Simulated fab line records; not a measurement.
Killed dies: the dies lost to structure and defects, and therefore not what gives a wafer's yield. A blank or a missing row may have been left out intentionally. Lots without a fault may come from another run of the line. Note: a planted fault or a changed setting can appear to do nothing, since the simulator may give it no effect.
fab line records	flow n5-finfet
record: lots: 10	wafers: 27	last-day: 17
route steps=1938 shown BEOL_M15@1809 PASSIVATION@1936
lots with no fault: from the same line, run without faults
start-h: the number of hours between the record's first day and the start of the first shown wafer of the lot	wait-h: how many hours have passed since the lot's step before this one	" same as the row above	L1.1+2: one row covering several wafers at once	- either no value or no given start	* or withheld: withheld	< > ~ a bound
route shown NAME@n: names a module that has steps shown in the file, with the first one's number in the route	usual: average and standard deviation across the fault-free wafers	same: alike in all rows	chamber/n: place in a boat	sites: the reading at each site	_std_site: the standard deviation of these	_edge_site: inner sites' mean taken away from outer sites' mean	radius-mm: how far each site lies from the wafer's centre	mask NAME#n: copy n	behind: the tool/chamber that last shaped the wafer	hold: why the lot went on hold/how many hours it stayed there/how the hold came to an end	device: transistor that didn't switch, given as n, p or np	end of line: at the end of the route, the tests of the same wafers	a step given without rows: its recipe and nothing more	killed: count of dies lost to structure and defects at first sort (not the wafer's yield)	map: shows each die of a wafer: x if killed, . if not, _ if none is there
set.NAME: setting as actually run; set.NAME@STEP: the setting as run at that earlier step	model.NAME: the simulator's own value behind a step, which no gauge read
route steps across a sampled set of lots; one table per step, one row per wafer
services: when a tool's chamber went out of use (start-h, in hours from the record's first day, below 0 if earlier), for how many hours, and the reason
== steps ==
step: N5_BEOL_M15_TRENCH_ETCH_34
recipe: chemistry: C4F8/O2/Ar	target: SiO2	target-depth-a: 8729.3	he-inner-torr: 15	he-outer-torr: 30	time-s: 199	ion-energy-ev: 800	pressure-mtorr: 20	source-w: 1905	bias-w: 2040	Ar_flow_sccm: 400	C4F8_flow_sccm: 16	O2_flow_sccm: 12
usual: bias-w: 2041/6.3	drypump-motor-current-A: 5.6/0.43	he-inner-torr: 14.993/0.029	oes_o_777_au: 0.80/0.097	oes-product-au: 0.79/0.091	rf-vpp-V: 2221/78	showerhead-plenum-p-Torr: 3.43/0.11	throttle-valve-pct: 31.02/0.25
same: time-s: 199
lot.wafer	tool	chamber	start-h	wait-h	bias-w	drypump-motor-current-A	he-inner-torr	oes_o_777_au	oes-product-au	rf-hours-counter-h	rf-vpp-V	showerhead-plenum-p-Torr	throttle-valve-pct
L944.3	rie-diel-06	3	261.57	0.0	2037	6.2	15.002	0.82	0.84	63	2258	3.51	31.15
L944.4	"	2	"	"	2043	6.0	15.017	0.68	0.68	247	2187	3.36	30.69
L944.6	"	1	"	"	2041	5.7	14.974	0.69	0.73	-	2359	3.37	30.84
L946.1	rie-diel-04	3	273.87	0.0	2033	5.2	15.027	0.86	0.82	71	2162	3.34	30.93
L946.4	"	1	"	"	2040	5.2	15.037	0.73	0.69	235	2165	3.40	30.83
L946.6	"	3	"	"	2034	5.2	15.022	0.86	0.82	-	2163	3.34	30.91
L950.4	rie-diel-04	2	304.49	0.0	2027	5.7	15.032	0.98	0.94	14	2167	3.66	31.39
L950.5	"	3	"	"	2043	5.2	14.985	0.85	0.81	-	2161	3.34	30.93
L950.6	"	0	"	"	2044	5.9	15.018	0.72	0.69	-	2159	3.38	30.99
L953.1	rie-diel-04	1	318.28	0.0	2048	5.2	14.997	0.72	0.67	249	2163	3.39	30.81
L953.4	"	3	"	"	2030	5.2	15.007	0.85	0.81	85	2161	3.33	30.90
L953.6	"	2	"	"	2046	5.7	14.965	0.97	0.95	-	2168	3.66	31.42
L954.1	rie-diel-03	1	319.17	0.1	2044	5.4	14.991	0.81	0.83	62	2373	3.63	31.04
L954.4	"	3	"	"	2040	6.4	15.018	0.85	0.84	-	2199	3.50	31.42
L954.6	"	1	"	"	2050	5.4	14.948	0.80	0.82	-	2372	3.63	31.04
L957.1	rie-diel-04	3	335.05	0.0	2047	5.2	14.976	0.83	0.81	90	2161	3.33	30.93
L957.3	"	2	"	"	2049	5.7	14.981	0.96	0.94	24	2167	3.66	31.41
L957.5	"	3	"	"	2039	5.2	14.981	0.84	0.80	-	2162	3.33	30.92
L958.1	rie-diel-03	0	357.11	0.0	2040	5.1	14.987	0.65	0.67	254	2359	3.41	31.14
L958.4	"	3	"	"	2043	6.4	14.981	0.83	0.81	-	2198	3.49	31.40
L958.5	"	1	"	"	2041	5.4	14.982	0.79	0.81	-	2371	3.62	31.06
L960.1	rie-diel-04	3	357.13	0.0	2035	5.2	15.016	0.83	0.66	102	2162	3.32	30.73
L960.3	"	2	"	"	2033	5.7	15.002	0.93	0.90	36	2166	3.65	31.40
L963.1	rie-diel-04	1	375.36	0.0	2045	5.3	14.960	1.00	0.78	4	2162	3.38	30.41
L963.4	"	1	"	"	2040	5.3	14.977	0.99	0.96	-	2163	3.38	30.64
L961.1	rie-diel-04	1	387.79	0.0	2048	5.2	14.965	0.98	0.78	8	2162	3.38	30.42
L961.4	"	3	"	"	2030	5.1	14.993	0.81	0.77	113	2159	3.32	30.95
step: N5_BEOL_M15_STRIP_36
recipe: chemistry: O2	power-w: 600	temp-c: 60	pressure-mtorr: 30	rf-frequency-hz: 6e+07	bias-power-w: 0	overash-fraction: 0.3	o2-flow-sccm: 225
usual: drypump-motor-current-A: 5.6/0.46	oes-product-au: 0.81/0.086	rf-vpp-V: 3.5/0.93	showerhead-plenum-p-Torr: 2.11/0.077	throttle-valve-pct: 16.75/0.2
lot.wafer	tool	chamber	start-h	wait-h	drypump-motor-current-A	oes-product-au	rf-hours-counter-h	rf-vpp-V	showerhead-plenum-p-Torr	throttle-valve-pct
L944.3	rie-diel-03	1	262.56	0.8	5.4	0.85	41	3.8	2.23	16.76
L944.4	"	3	"	"	6.4	0.86	70	3.9	2.14	16.89
L944.6	"	2	"	"	5.3	0.86	-	4.0	2.06	16.27
L946.1	rie-diel-04	0	276.17	2.1	5.9	0.70	217	4.7	2.09	17.08
L946.4	"	3	"	"	5.2	0.82	72	4.0	2.06	16.75
L946.6	"	1	"	"	5.3	0.68	-	3.8	2.06	16.70
L950.4	rie-diel-04	1	307.30	2.6	5.2	0.67	246	3.4	2.06	16.74
L950.5	"	0	"	"	5.9	0.69	-	3.2	2.08	17.08
L950.6	"	1	"	"	5.2	0.68	-	1.9	2.06	16.74
L953.1	rie-diel-03	1	323.45	5.0	5.4	0.82	64	3.7	2.23	16.80
L953.4	"	3	"	"	6.4	0.84	-	5.5	2.13	16.92
L953.6	"	1	"	"	5.3	0.83	-	3.0	2.23	16.79
L954.1	rie-diel-06	0	323.63	4.2	5.2	0.77	121	3.7	2.01	16.53
L954.4	"	2	"	"	6.0	0.93	10	3.6	2.05	16.54
L954.6	"	3	"	"	6.2	0.83	-	4.5	2.11	16.55
L957.1	rie-diel-04	3	337.28	2.0	5.2	0.80	91	3.8	2.05	16.76
L957.3	"	0	"	"	5.9	0.69	237	4.2	2.08	17.11
L957.5	"	3	"	"	5.2	0.79	-	4.0	2.05	16.78
L958.1	rie-diel-06	2	357.53	0.2	6.0	0.91	16	3.2	2.05	16.53
L958.4	"	3	"	"	6.2	0.82	91	1.5	2.11	16.54
L958.5	"	2	"	"	6.0	0.92	-	3.7	2.05	16.52
L960.1	rie-diel-03	1	357.57	0.3	5.4	0.82	81	2.5	2.22	16.82
L960.3	"	0	"	"	5.1	0.69	254	4.1	2.05	16.86
L963.1	rie-diel-04	3	376.80	1.2	5.2	0.80	109	2.1	2.04	16.79
L963.4	"	2	"	"	5.7	0.89	-	4.8	2.24	16.87
L961.1	rie-diel-06	1	390.60	2.6	5.7	0.70	240	2.4	2.06	16.96
L961.4	"	3	"	"	6.2	0.81	101	3.0	2.10	16.54
step: N5_BEOL_M15_DEGAS_41
recipe: ambient: vacuum	temp-c: 300	time-s: 60
usual: heater-power-w: 475/33	susceptor-temp-C: 300.00/0.19
same: time-s: 60
lot.wafer	tool	chamber	start-h	wait-h	heater-power-w	susceptor-temp-C
L944.3	pvd-sputter-01	-	263.23	0.4	488	299.86
L944.4	"	-	"	"	441	300.15
L944.6	"	-	"	"	448	300.05
L946.1	pvd-sputter-03	-	276.65	0.2	418	299.88
L946.4	"	-	"	"	471	300.02
L946.6	"	-	"	"	496	299.94
L950.4	pvd-sputter-01	-	307.95	0.3	527	299.99
L950.5	"	-	"	"	514	299.69
L950.6	"	-	"	"	428	300.16
L953.1	pvd-sputter-01	-	324.00	0.1	434	300.23
L953.4	"	-	"	"	496	300.28
L953.6	"	-	"	"	523	299.84
L954.1	pvd-sputter-02	-	324.27	0.3	473	299.80
L954.4	"	-	"	"	496	300.11
L954.6	"	-	"	"	505	300.35
L957.1	pvd-sputter-01	-	337.83	0.2	428	299.75
L957.3	"	-	"	"	487	300.07
L957.5	"	-	"	"	487	299.96
L958.1	pvd-sputter-02	-	357.87	0.0	449	300.18
L958.4	"	-	"	"	444	299.66
L958.5	"	-	"	"	443	299.82
L960.1	pvd-sputter-03	-	357.91	0.0	476	300.04
L960.3	"	-	"	"	406	299.87
L963.1	pvd-sputter-01	-	377.39	0.3	427	299.99
L963.4	"	-	"	"	517	300.04
L961.1	pvd-sputter-01	-	391.21	0.3	494	300.42
L961.4	"	-	"	"	479	299.95
step: N5_BEOL_M15_PRE_CLEAN_42
recipe: gas: H2/He	time-s: 30	temp-c: 300
usual: heater-power-w: 474/34	susceptor-temp-C: 300.00/0.18
same: time-s: 30
lot.wafer	tool	chamber	start-h	wait-h	heater-power-w	susceptor-temp-C
L944.3	pvd-sputter-01	-	263.27	0.0	482	300.00
L944.4	"	-	"	"	446	300.02
L944.6	"	-	"	"	429	300.36
L946.1	pvd-sputter-03	-	276.69	0.0	417	299.89
L946.4	"	-	"	"	479	299.88
L946.6	"	-	"	"	489	299.96
L950.4	pvd-sputter-01	-	307.99	0.0	527	300.10
L950.5	"	-	"	"	527	299.93
L950.6	"	-	"	"	429	299.82
L953.1	pvd-sputter-01	-	324.04	0.0	423	300.01
L953.4	"	-	"	"	497	300.12
L953.6	"	-	"	"	511	300.06
L954.1	pvd-sputter-02	-	324.31	0.0	468	299.66
L954.4	"	-	"	"	524	300.00
L954.6	"	-	"	"	519	299.84
L957.1	pvd-sputter-01	-	337.87	0.0	431	300.17
L957.3	"	-	"	"	485	299.90
L957.5	"	-	"	"	494	299.92
L958.1	pvd-sputter-02	-	357.91	0.0	436	299.95
L958.4	"	-	"	"	441	300.02
L958.5	"	-	"	"	445	299.86
L960.1	pvd-sputter-03	-	357.95	0.0	474	299.91
L960.3	"	-	"	"	406	300.13
L963.1	pvd-sputter-01	-	377.43	0.0	432	300.09
L963.4	"	-	"	"	515	299.91
L961.1	pvd-sputter-01	-	391.25	0.0	519	299.46
L961.4	"	-	"	"	486	299.96
step: N5_BEOL_M15_THK_MEAS_50
recipe: thk-meas-gauge: xrf	reads: Cu_of_BEOL_M15_ECD_47
usual: M15_THK: 850/21
lot.wafer	tool	chamber	start-h	wait-h	M15_THK[nm]
L944.3	film-metro-01	-	264.51	-	857
L944.4	"	-	"	"	841
L944.6	"	-	"	"	868
L946.1	film-metro-02	-	278.45	-	836
L946.4	"	-	"	"	846
L946.6	"	-	"	"	836
L950.4	film-metro-02	-	309.14	-	857
L950.5	"	-	"	"	832
L950.6	"	-	"	"	839
L953.1	film-metro-02	-	325.20	-	817
L953.4	"	-	"	"	824
L953.6	"	-	"	"	875
L954.1	film-metro-02	-	325.84	-	829
L954.4	"	-	"	"	879
L954.6	"	-	"	"	828
L957.1	film-metro-02	-	339.02	-	829
L957.3	"	-	"	"	874
L957.5	"	-	"	"	821
L958.1	film-metro-01	-	359.43	-	840
L958.4	"	-	"	"	880
L958.5	"	-	"	"	852
L960.1	film-metro-01	-	359.64	-	592
L960.3	"	-	"	"	874
L963.1	film-metro-02	-	378.58	-	598
L963.4	"	-	"	"	851
L961.1	film-metro-01	-	392.40	-	610
L961.4	"	-	"	"	827
step: N5_BEOL_M15_RS_MEAS_54
recipe: thk-meas-gauge: four-point-probe	reads: Cu_of_BEOL_M15_ECD_47+Ta_of_BEOL_M15_SPUTTER_44+TaN_of_BEOL_M15_SPUTTER_43
usual: M15_RS: 0.0217/0.00054
lot.wafer	tool	chamber	start-h	wait-h	M15_RS[ohm/sq]
L944.3	film-metro-02	-	264.64	0.1	0.0216
L944.4	"	-	"	"	0.0221
L944.6	"	-	"	"	0.0213
L946.1	film-metro-01	-	278.58	0.0	0.0222
L946.4	"	-	"	"	0.0220
L946.6	"	-	"	"	0.0221
L950.4	film-metro-02	-	309.27	0.0	0.0214
L950.5	"	-	"	"	0.0221
L950.6	"	-	"	"	0.0219
L953.1	film-metro-02	-	325.33	0.0	0.0224
L953.4	"	-	"	"	0.0224
L953.6	"	-	"	"	0.0211
L954.1	film-metro-02	-	326.00	0.1	0.0221
L954.4	"	-	"	"	0.0208
L954.6	"	-	"	"	0.0223
L957.1	film-metro-01	-	339.15	0.0	0.0221
L957.3	"	-	"	"	0.0209
L957.5	"	-	"	"	0.0222
L958.1	film-metro-01	-	359.56	0.0	0.0223
L958.4	"	-	"	"	0.0212
L958.5	"	-	"	"	0.0220
L960.1	film-metro-01	-	359.77	0.0	0.0315
L960.3	"	-	"	"	0.0212
L963.1	film-metro-01	-	378.71	0.0	0.0308
L963.4	"	-	"	"	0.0216
L961.1	film-metro-01	-	392.54	0.0	0.0305
L961.4	"	-	"	"	0.0223
step: N5_PASSIVATION_PROBE_49
usual: defect-limited-yield: 91.7/1.4	killed_at_M0_to_M3: 31/11	killed_at_M4_up: 13/4.6	killed-at-contacts: 13/6.7	killed-at-front-end: 39/9.6	killed-at-other: 3.5/2.8	killed-dies: 98/16	killed-on-rim: 13/4.2	killed-open: 64/11	killed-short: 33/8.5	sort_bin_5_function: 4.9/0.96	sort_bin_6_memory: 3.1/0.59	sort_bin_8_speed: 0.2/1.3	sort-n-pass: 1080/23
same: gross-dies: 1180	killed-at-back-side: 0	sort_bin_4_leakage[%]: 0
lot.wafer	tool	chamber	start-h	wait-h	defect-limited-yield[%]	killed_at_M0_to_M3	killed_at_M4_up	killed-at-contacts	killed-at-front-end	killed-at-other	killed-dies	killed-on-rim	killed-open	killed-short	sort_bin_5_function[%]	sort_bin_6_memory[%]	sort_bin_8_speed[%]	sort-n-pass
L960.1	prober-02	-	377.50	0.0	91.1	48	7	8	41	1	105	15	60	42	4.7	3.3	0.3	1075
L963.1	prober-02	-	393.04	0.0	91.8	23	17	20	34	3	97	11	62	32	4.2	3.6	0.2	1083
killed by level:class
L960.1 BEOL_M0_SAQP:geometric-particle:short=12 BEOL_M1:geometric-particle:open=10 BEOL_M2:geometric-particle:open=9 MOL_CONTACT_COAG:geometric-particle:open=8 BEOL_M0_SAQP:geometric-particle:open=8 GATE_CUT:geometric-particle:short=7 STI_FIN_REVEAL:geometric-particle:open=5 STARTING-WAFER:geometric-particle:short=5
L963.1 MOL_CONTACT_COAG:geometric-particle:open=17 FIN_SAQP:geometric-particle:short=6 BEOL_M0_SAQP:geometric-particle:short=5 BEOL_M8:geometric-particle:open=5 BEOL_M2:geometric-particle:open=5 FIN_SAQP:geometric-particle:open=4 STI_FIN_REVEAL:geometric-particle:open=4 STI_FIN_REVEAL:geometric-particle:short=3
== services ==
tool	chamber	start-h	hours	kind
rie-diel-03	-	239.00	15.6	pm
rie-diel-04	2	254.55	-	clean
rie-diel-04	2	254.55	-	consumable-replace:focus-ring
rie-diel-04	2	254.55	-	consumable-replace:showerhead
rie-diel-04	2	254.55	11.3	scheduled-down
rie-diel-04	2	254.55	11.3	vent-cycle
rie-diel-06	0	267.66	4.5	repair
rie-diel-06	2	272.21	-	clean
rie-diel-06	2	272.21	-	consumable-replace:focus-ring
rie-diel-04	3	278.44	4.5	repair
rie-diel-03	2	296.51	115.9	repair
rie-diel-04	3	296.85	3.5	repair
rie-diel-04	1	334.75	7.2	repair
rie-diel-06	-	340.42	15.6	pm
rie-diel-04	1	342.30	-	clean
rie-diel-04	1	342.30	-	consumable-replace:focus-ring
rie-diel-04	1	342.30	23.1	scheduled-down
rie-diel-04	1	342.30	23.1	vent-cycle
pvd-sputter-01	-	363.48	2.4	repair
rie-diel-04	0	365.36	-	clean
rie-diel-04	0	365.36	-	consumable-replace:focus-ring
rie-diel-04	0	365.36	12.6	scheduled-down
rie-diel-04	0	365.36	12.6	vent-cycle
rie-diel-03	1	389.65	1.9	repair
== key ==
first-sign: step: N5_BEOL_M15_THK_MEAS_50	reading: M15_THK	direction: down	sigmas: 12	usual: 850	struck: 600
effect: step: N5_BEOL_M15_RS_MEAS_54	reading: M15_RS	direction: up	sigmas: 17	usual: 0.0217	struck: 0.0309
met-at N5_BEOL_M15_TRENCH_ETCH_34
struck-lots L960,L961,L963
struck-wafers L960.1,L961.1,L963.1
not-acting-at N5_BEOL_M15_STRIP_36,N5_BEOL_M15_DEGAS_41,N5_BEOL_M15_PRE_CLEAN_42
onset-between 335.05 357.13
fault: kind: process-parameter-drift	tool: rie-diel-04	chamber: -	onset-h: 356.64	steps: N5_BEOL_M15_TRENCH_ETCH_34	channel: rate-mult	offset: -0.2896	shape: step	end-h: 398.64	scope: struck-wafers-only
